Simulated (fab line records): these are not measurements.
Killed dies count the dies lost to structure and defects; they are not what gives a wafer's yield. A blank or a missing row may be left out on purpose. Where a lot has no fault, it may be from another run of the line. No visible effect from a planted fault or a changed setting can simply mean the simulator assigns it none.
8D (eight disciplines) problem report, filled in by code | flow n5 finfet | the parts of the form that need people (team, actions taken, sign-off) are left out

== 1. WHAT IS WRONG ==
spin speed rpm at N5_BEOL_M1_COAT_62 reads a mean of 1625.2 rpm on 6 wafers of 2 lots; wafers without a fault read 1499.9 rpm with a standard deviation of 0.96. That is +99 or more standard deviations from the usual mean.
The step: time 60 s, resist thk 12 nm.
First seen on wafer L337.2, day 9 08:59, on litho track-01. At this step, 27 wafers from 9 lots have a number in the record. The rule behind "out" and "out of limits": a value lying over 4 standard deviations away from the usual mean. Any other wafer with a number is counted as sound.

== 2. WHAT IT IS AND WHAT IT IS NOT ==
question                    | is                     | is not
which readings at this step | spin speed rpm         | -
which lots                  | L337, L339             | L326, L329, L331, L332, L333, L334, L335
which wafers of those lots  | all that have a number | -
read on which tools         | litho track-01         | litho track-02, litho track-04
when                        | from day 9 08:59       | up to then (21 sound wafers)

== 3. SUSPECTS, AND WHAT RULES EACH OUT ==
Counting: a tool at any process step up to the reading remains a suspect when it ran all the lots that are out and ran no sound lot after the first of those.
- rtp anneal-02 at N5_BEOL_M0_ANNEAL_119 (time 90 s): kept. All lots that are out passed through it, beginning with L337 at day 9 07:35, and no sound lot followed; its final sound lot before that point was L334 at day 8 08:02.
- litho track-01 at N5_BEOL_M1_COAT_62 (time 60 s, resist thk 12 nm): kept. All lots that are out passed through it, beginning with L337 at day 9 08:59, and no sound lot followed; its final sound lot before that point was L335 at day 8 14:41. Its own spin speed rpm readings are out on those wafers.
After counting, rtp anneal-02 at N5_BEOL_M0_ANNEAL_119 and litho track-01 at N5_BEOL_M1_COAT_62 remain.

== 4. THE CAUSE (what the simulator had put in) ==
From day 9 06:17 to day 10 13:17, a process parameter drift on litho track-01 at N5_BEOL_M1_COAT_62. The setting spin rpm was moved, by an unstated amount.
2 suspects survive the count, and this tool is in that group.

== 5. THE CHAIN OF EFFECTS, in route order ==
Each row: a reading where the mean over the struck wafers with a number is more than 3 standard deviations away from the usual. Scope: only readings with a usual standard deviation given in the record; hours: median across lots of the time from each lot's start at the first step in this table that gives one to its start at this step; sigmas: change in usual standard deviations.
hours | step               | reading        | usual      | on struck wafers | change | sigmas
0     | N5_BEOL_M1_COAT_62 | spin speed rpm | 1499.9 rpm | 1625.2           | +125.3 | +99 or more
Its process steps:
- N5_BEOL_M1_COAT_62: time 60 s, resist thk 12 nm.
At these later measuring or inspecting steps, every struck wafer for which the step has a row has a number for every such reading, and none has moved that far: N5_BEOL_M4_RC_MEAS_101.

== 6. WHAT WOULD HAVE CAUGHT IT SOONER ==
3 hours passed between the start of the fault at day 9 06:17 and the first reading out of limits in this record, taken at day 9 08:59.
